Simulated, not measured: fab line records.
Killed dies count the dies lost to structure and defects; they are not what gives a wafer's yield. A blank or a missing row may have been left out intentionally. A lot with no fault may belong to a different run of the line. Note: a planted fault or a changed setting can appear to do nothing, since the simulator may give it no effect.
Matching of chambers || flow n5-finfet || 4 sister chambers for N5_STI_FIN_REVEAL_STRIP_24 on rie-diel-06
The step strips in N2/H2, time 90 s. 22 wafers are shown with their chamber, then 11 later ones without.

## WAFERS PAIRED WITH THEIR CHAMBERS
{"wafer": "L076.2", "chamber": 3, "showerhead-plenum-p-Torr (Torr)": 3.21, "throttle-valve-pct (%)": 12.60, "oes-product-au (a.u.)": 0.69}
{"wafer": "L076.3", "chamber": 0, "showerhead-plenum-p-Torr (Torr)": 3.25, "throttle-valve-pct (%)": 12.01, "oes-product-au (a.u.)": 0.79}
{"wafer": "L076.4", "chamber": 2, "showerhead-plenum-p-Torr (Torr)": 3.39, "throttle-valve-pct (%)": 12.40, "oes-product-au (a.u.)": 0.78}
{"wafer": "L079.3", "chamber": 2, "showerhead-plenum-p-Torr (Torr)": 3.39, "throttle-valve-pct (%)": 12.42, "oes-product-au (a.u.)": 0.77}
{"wafer": "L079.4", "chamber": 1, "showerhead-plenum-p-Torr (Torr)": 3.38, "throttle-valve-pct (%)": 12.52, "oes-product-au (a.u.)": 0.75}
{"wafer": "L079.5", "chamber": 3, "showerhead-plenum-p-Torr (Torr)": 3.21, "throttle-valve-pct (%)": 12.62, "oes-product-au (a.u.)": 0.69}
{"wafer": "L081.2", "chamber": 0, "showerhead-plenum-p-Torr (Torr)": 3.24, "throttle-valve-pct (%)": 12.05, "oes-product-au (a.u.)": 0.79}
{"wafer": "L081.3", "chamber": 1, "showerhead-plenum-p-Torr (Torr)": 3.38, "throttle-valve-pct (%)": 12.51, "oes-product-au (a.u.)": 0.76}
{"wafer": "L081.4", "chamber": 3, "showerhead-plenum-p-Torr (Torr)": 3.21, "throttle-valve-pct (%)": 12.64, "oes-product-au (a.u.)": 0.69}
{"wafer": "L082.1", "chamber": 0, "showerhead-plenum-p-Torr (Torr)": 3.24, "throttle-valve-pct (%)": 12.03, "oes-product-au (a.u.)": 0.78}
{"wafer": "L082.4", "chamber": 2, "showerhead-plenum-p-Torr (Torr)": 3.38, "throttle-valve-pct (%)": 12.43, "oes-product-au (a.u.)": 0.77}
{"wafer": "L082.5", "chamber": 1, "showerhead-plenum-p-Torr (Torr)": 3.37, "throttle-valve-pct (%)": 12.54, "oes-product-au (a.u.)": 0.75}
{"wafer": "L084.1", "chamber": 1, "showerhead-plenum-p-Torr (Torr)": 3.37, "throttle-valve-pct (%)": 12.53, "oes-product-au (a.u.)": 0.74}
{"wafer": "L084.2", "chamber": 0, "showerhead-plenum-p-Torr (Torr)": 3.24, "throttle-valve-pct (%)": 12.05, "oes-product-au (a.u.)": 0.78}
{"wafer": "L084.4", "chamber": 2, "showerhead-plenum-p-Torr (Torr)": 3.38, "throttle-valve-pct (%)": 12.46, "oes-product-au (a.u.)": 0.76}
{"wafer": "L085.3", "chamber": 0, "showerhead-plenum-p-Torr (Torr)": 3.24, "throttle-valve-pct (%)": 12.05, "oes-product-au (a.u.)": 0.79}
{"wafer": "L085.4", "chamber": 2, "showerhead-plenum-p-Torr (Torr)": 3.38, "throttle-valve-pct (%)": 12.43, "oes-product-au (a.u.)": 0.76}
{"wafer": "L085.5", "chamber": 3, "showerhead-plenum-p-Torr (Torr)": 3.20, "throttle-valve-pct (%)": 12.66, "oes-product-au (a.u.)": 0.68}
{"wafer": "L090.1", "chamber": 0, "showerhead-plenum-p-Torr (Torr)": 3.24, "throttle-valve-pct (%)": 12.07, "oes-product-au (a.u.)": 0.78}
{"wafer": "L090.4", "chamber": 0, "showerhead-plenum-p-Torr (Torr)": 3.23, "throttle-valve-pct (%)": 12.08, "oes-product-au (a.u.)": 0.77}
{"wafer": "L090.5", "chamber": 2, "showerhead-plenum-p-Torr (Torr)": 3.37, "throttle-valve-pct (%)": 12.48, "oes-product-au (a.u.)": 0.75}
{"wafer": "L093.3", "chamber": 2, "showerhead-plenum-p-Torr (Torr)": 3.37, "throttle-valve-pct (%)": 12.49, "oes-product-au (a.u.)": 0.75}

SIGNATURES (averages over the wafers above)
{"reading": "showerhead-plenum-p-Torr", "chamber 0": 3.2400, "chamber 1": 3.3750, "chamber 2": 3.3800, "chamber 3": 3.2075, "scatter within a chamber": 0.00656}
{"reading": "throttle-valve-pct", "chamber 0": 12.0486, "chamber 1": 12.5250, "chamber 2": 12.4443, "chamber 3": 12.6300, "scatter within a chamber": 0.0262}
{"reading": "oes-product-au", "chamber 0": 0.7829, "chamber 1": 0.7500, "chamber 2": 0.7629, "chamber 3": 0.6875, "scatter within a chamber": 0.00869}
Rule: for each reading, subtract the chamber's mean from the wafer's reading, divide by that reading's scatter and square the result; add these up over the readings and take the root, which gives the wafer's distance from the chamber. The wafer belongs to the nearest chamber; if the next one is less than 2 further off, it can't be placed. The scatter is the square root of a quotient: the sum, over the shown wafers, of each reading's squared deviation from its chamber's mean, divided by wafers minus chambers.

## WAFERS WITHOUT THEIR CHAMBER
{"wafer": "L093.4", "showerhead-plenum-p-Torr (Torr)": 3.37, "throttle-valve-pct (%)": 12.49, "oes-product-au (a.u.)": 0.75}
{"wafer": "L093.6", "showerhead-plenum-p-Torr (Torr)": 3.23, "throttle-valve-pct (%)": 12.10, "oes-product-au (a.u.)": 0.77}
{"wafer": "L095.1", "showerhead-plenum-p-Torr (Torr)": 3.37, "throttle-valve-pct (%)": 12.51, "oes-product-au (a.u.)": 0.75}
{"wafer": "L095.4", "showerhead-plenum-p-Torr (Torr)": 3.36, "throttle-valve-pct (%)": 12.57, "oes-product-au (a.u.)": 0.74}
{"wafer": "L095.6", "showerhead-plenum-p-Torr (Torr)": 3.37, "throttle-valve-pct (%)": 12.51, "oes-product-au (a.u.)": 0.74}
{"wafer": "L096.3", "showerhead-plenum-p-Torr (Torr)": 3.36, "throttle-valve-pct (%)": 12.61, "oes-product-au (a.u.)": 0.74}
{"wafer": "L096.5", "showerhead-plenum-p-Torr (Torr)": 3.23, "throttle-valve-pct (%)": 12.12, "oes-product-au (a.u.)": 0.76}
{"wafer": "L096.6", "showerhead-plenum-p-Torr (Torr)": 3.36, "throttle-valve-pct (%)": 12.53, "oes-product-au (a.u.)": 0.75}
{"wafer": "L097.1", "showerhead-plenum-p-Torr (Torr)": 3.36, "throttle-valve-pct (%)": 12.59, "oes-product-au (a.u.)": 0.73}
{"wafer": "L097.2", "showerhead-plenum-p-Torr (Torr)": 3.23, "throttle-valve-pct (%)": 12.13, "oes-product-au (a.u.)": 0.75}
{"wafer": "L097.5", "showerhead-plenum-p-Torr (Torr)": 3.36, "throttle-valve-pct (%)": 12.61, "oes-product-au (a.u.)": 0.73}

## WHICH CHAMBER EACH WENT THROUGH
{"wafer": "L093.4", "from the rows above": "can't be placed: 1 or 2", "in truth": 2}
{"wafer": "L093.6", "from the rows above": 0, "in truth": 0}
{"wafer": "L095.1", "from the rows above": 1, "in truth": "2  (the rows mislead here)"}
{"wafer": "L095.4", "from the rows above": 1, "in truth": 1}
{"wafer": "L095.6", "from the rows above": 1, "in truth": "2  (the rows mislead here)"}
{"wafer": "L096.3", "from the rows above": 1, "in truth": 1}
{"wafer": "L096.5", "from the rows above": 0, "in truth": 0}
{"wafer": "L096.6", "from the rows above": 1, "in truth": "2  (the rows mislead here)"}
{"wafer": "L097.1", "from the rows above": 1, "in truth": 1}
{"wafer": "L097.2", "from the rows above": 0, "in truth": 0}
{"wafer": "L097.5", "from the rows above": 1, "in truth": 1}
7 of 11 placed correctly. Not placeable from these rows: 1 (in 1, the candidates include the true chamber). Number placed wrongly: 3.
